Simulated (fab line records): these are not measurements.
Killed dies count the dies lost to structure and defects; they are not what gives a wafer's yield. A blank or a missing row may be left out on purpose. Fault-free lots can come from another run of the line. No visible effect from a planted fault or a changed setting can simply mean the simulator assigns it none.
Matching of chambers	flow nand_harc	4 sister chambers for NHARC_P_M2_STRIP_18 on rie_diel-09
The step strips in N2/H2. 16 wafers are shown with their chamber, then 8 later ones without.

WAFERS WITH THEIR CHAMBER
wafer	chamber	showerhead_plenum_p_Torr (Torr)	drypump_motor_current_A (A)	oes_product_au (a.u.)
L136.1	1	2.04	5.7	1.015
L136.5	3	1.90	6.6	0.993
L136.6	0	2.12	6.4	0.992
L144.2	2	2.16	4.9	0.993
L144.3	3	1.90	6.6	0.988
L144.6	0	2.11	6.4	0.985
L145.2	2	2.16	4.9	0.992
L145.3	3	1.90	6.6	1.007
L145.4	1	2.04	5.8	1.010
L146.2	0	2.11	6.4	0.999
L146.4	3	1.90	6.6	0.995
L146.5	1	2.04	5.7	1.009
L148.1	3	1.90	6.5	0.995
L148.4	0	2.11	6.4	0.978
L148.6	0	2.11	6.4	1.002
L149.1	2	2.16	4.9	0.978

SIGNATURES, as means of the wafers listed above
reading	chamber 0	chamber 1	chamber 2	chamber 3	scatter within a chamber
showerhead_plenum_p_Torr	2.1120	2.0400	2.1600	1.9000	0.00258
drypump_motor_current_A	6.400	5.733	4.900	6.580	0.035
oes_product_au	0.99120	1.01133	0.98767	0.99560	0.00789
Rule: a wafer lies at a distance from a chamber equal to the root of the sum of squares, over the readings, of (its reading less the chamber's mean, divided by the reading's scatter). The wafer belongs to the nearest chamber; if the next one is less than 2 further off, it can't be placed. The scatter is the square root of a quotient: the sum, over the shown wafers, of each reading's squared deviation from its chamber's mean, divided by wafers minus chambers.

WAFERS WITHOUT THEIR CHAMBER
wafer	showerhead_plenum_p_Torr (Torr)	drypump_motor_current_A (A)	oes_product_au (a.u.)
L149.3	2.11	6.4	0.984
L149.6	2.11	6.4	0.985
L153.2	1.90	6.6	0.994
L153.3	2.16	4.9	0.985
L153.4	2.04	5.7	1.025
L156.2	2.11	6.4	0.992
L156.5	2.16	4.9	0.993
L156.6	1.90	6.6	1.009

WHICH CHAMBER EACH ONE RAN IN
wafer	from the rows above	in truth
L149.3	0	0
L149.6	0	0
L153.2	3	3
L153.3	2	2
L153.4	1	1
L156.2	0	0
L156.5	2	2
L156.6	3	3
Correctly placed: 8 of 8. Can't be placed from these rows: 0. Placed wrongly: 0.
